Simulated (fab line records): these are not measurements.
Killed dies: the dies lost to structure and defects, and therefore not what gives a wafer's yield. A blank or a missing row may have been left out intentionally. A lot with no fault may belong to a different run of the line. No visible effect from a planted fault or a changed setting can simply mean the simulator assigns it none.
Problem report, 8D (eight disciplines) form, completed by code -- flow nand_harc -- the parts of the form that need people (team, actions taken, sign-off) are left out

== 1. WHAT IS WRONG ==
killed_at_array at NHARC_END_SORT_01 reads a mean of 416 on 2 wafers of 1 lot; wafers without a fault read 27 with a standard deviation of 11. Relative to the usual mean, that is a shift of +35 standard deviations.
First observed at day 22 09:09: wafer L342.2, on prober-02. The record holds 3 wafers of 1 lot with a number at this step. The rule behind "out" and "out of limits": a value lying over 4 standard deviations away from the usual mean. The rest of the wafers with a number are treated as sound.

== 2. WHAT IT IS AND WHAT IT IS NOT ==
question,is,is not
which readings at this step,"killed_at_array, killed_dies","killed_at_other, killed_at_periphery, killed_open, killed_short"
which lots,L342,-
which wafers of those lots,"L342.2, L342.4",L342.6
read on which gauges,prober-02,-
when,from day 22 09:09,up to then (0 sound wafers); but 1 sound wafer of L342 came after

== 3. WHAT RULES OUT EACH SUSPECT ==
Counting: if a tool at a process step up to the reading ran every lot that is out, it stays a suspect. Sound lots after the first of them don't rule it out here, since some wafers of a struck lot are sound.
- the gauge at NHARC_END_SORT_01: kept. All the wafers that are out were read on prober-02, and no step on other tools shows them out.
- acl_dep-01 at NHARC_A_CONTACT_DEP_84 (deposits aC, target thk 2000 nm): kept. It ran the lot that is out, L342 (day 19 23:10).
- cmp-02 at NHARC_THIN_TSV_CMP_01 (polishes): kept. It ran the lot that is out, L342 (day 21 16:40).
- pvd_sputter-02 at NHARC_THIN_TSV_DEGAS_53 (time 60 s): kept. It ran the lot that is out, L342 (day 21 23:08).
- rie_metal-02 at NHARC_THIN_TSV_ETCH_36 (etches the open film in Cl2/BCl3, target depth 65 nm, time 18.571 s): kept. It ran the lot that is out, L342 (day 22 00:42).
Left after counting: acl_dep-01 at NHARC_A_CONTACT_DEP_84, cmp-02 at NHARC_THIN_TSV_CMP_01, pvd_sputter-02 at NHARC_THIN_TSV_DEGAS_53, rie_metal-02 at NHARC_THIN_TSV_ETCH_36, prober-02 at NHARC_END_SORT_01.

== 4. THE CAUSE (what the simulator had put in) ==
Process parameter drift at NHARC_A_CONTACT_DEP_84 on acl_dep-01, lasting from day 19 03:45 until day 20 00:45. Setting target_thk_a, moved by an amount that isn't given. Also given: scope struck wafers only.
Counting leaves 5 suspects; this tool is one of them.

== 5. THE CHAIN OF EFFECTS, in route order ==
One row per reading whose mean, taken over the struck wafers that have a number, lies over 3 standard deviations from the usual. Only readings whose record carries a usual standard deviation are examined. hours: median over the lots of the time between each lot's start at the first step of this table that gives one and its start at this step. sigmas: the change, counted in usual standard deviations.
hours,step,reading,usual,on struck wafers,change,sigmas
0,NHARC_END_SORT_01,killed_at_array,27,416,+388,+35
0,NHARC_END_SORT_01,killed_dies,31,417,+386,+32

== 6. HOW IT WOULD HAVE BEEN CAUGHT EARLIER ==
Counted from the fault's start at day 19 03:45, it took 77 hours until the first out-of-limits reading at a measuring or inspecting step in this record, taken at day 22 09:09.
Tool readings at NHARC_A_CONTACT_DEP_84 with a usual standard deviation given in the record: none out on any struck wafer, hence no alarm at a limit of 4 standard deviations on them.
By day 22 09:09, every lot that is out (1) had started NHARC_A_CONTACT_DEP_84 on acl_dep-01. Tool hold at that time: it would have spared none of them.
